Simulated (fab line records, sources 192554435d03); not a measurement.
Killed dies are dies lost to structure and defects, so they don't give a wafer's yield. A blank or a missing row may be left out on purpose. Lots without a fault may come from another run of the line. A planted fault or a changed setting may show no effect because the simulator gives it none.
Chamber matching | flow n5_finfet | N5_FIN_SAQP_DESCUM_21 on rie_diel-04: 4 sister chambers
The step chemistry O2, time 7.9 s. 8 wafers are shown with their chamber, then 12 later ones without.

WAFERS WITH THEIR CHAMBER
wafer  | chamber | throttle_valve_pct (%) | drypump_motor_current_A (A)
L086.2 | 0       | 20.84                  | 5.1
L086.4 | 1       | 20.58                  | 6.5
L089.1 | 2       | 20.06                  | 5.4
L089.3 | 3       | 20.72                  | 5.9
L089.4 | 0       | 20.85                  | 5.1
L090.4 | 1       | 20.61                  | 6.5
L090.5 | 2       | 20.05                  | 5.5
L090.6 | 3       | 20.75                  | 5.8

WAFERS WITHOUT THEIR CHAMBER
wafer  | throttle_valve_pct (%) | drypump_motor_current_A (A)
L091.1 | 20.61                  | 6.5
L091.2 | 20.88                  | 5.1
L091.4 | 20.74                  | 5.9
L092.4 | 20.06                  | 5.4
L092.5 | 20.61                  | 6.5
L092.6 | 20.88                  | 5.2
L093.2 | 20.06                  | 5.5
L093.3 | 20.84                  | 5.1
L093.5 | 20.60                  | 6.5
L094.1 | 20.63                  | 6.5
L094.2 | 20.06                  | 5.5
L094.3 | 20.86                  | 5.1

WHICH CHAMBER EACH WENT THROUGH
wafer  | from the rows above | in truth
L091.1 | 1                   | 1
L091.2 | 0                   | 0
L091.4 | 3                   | 3
L092.4 | 2                   | 2
L092.5 | 1                   | 1
L092.6 | 0                   | 0
L093.2 | 2                   | 2
L093.3 | 0                   | 0
L093.5 | 1                   | 1
L094.1 | 1                   | 1
L094.2 | 2                   | 2
L094.3 | 0                   | 0
Placed correctly: 12 of 12. Can't be placed from these rows: 0. Placed wrongly: 0.
How it was worked out, from the rows above alone: a wafer's distance from a chamber is the root of the sum, over the readings, of the square of ((its reading less the chamber's mean) divided by the reading's scatter). The wafer belongs to the nearest chamber; if the next one is less than 2 further off, it can't be placed. A chamber's mean is the mean of its shown wafers. The scatter: the root of (the sum of the squares of (reading less its chamber's mean) over the shown wafers, divided by (wafers less chambers)).
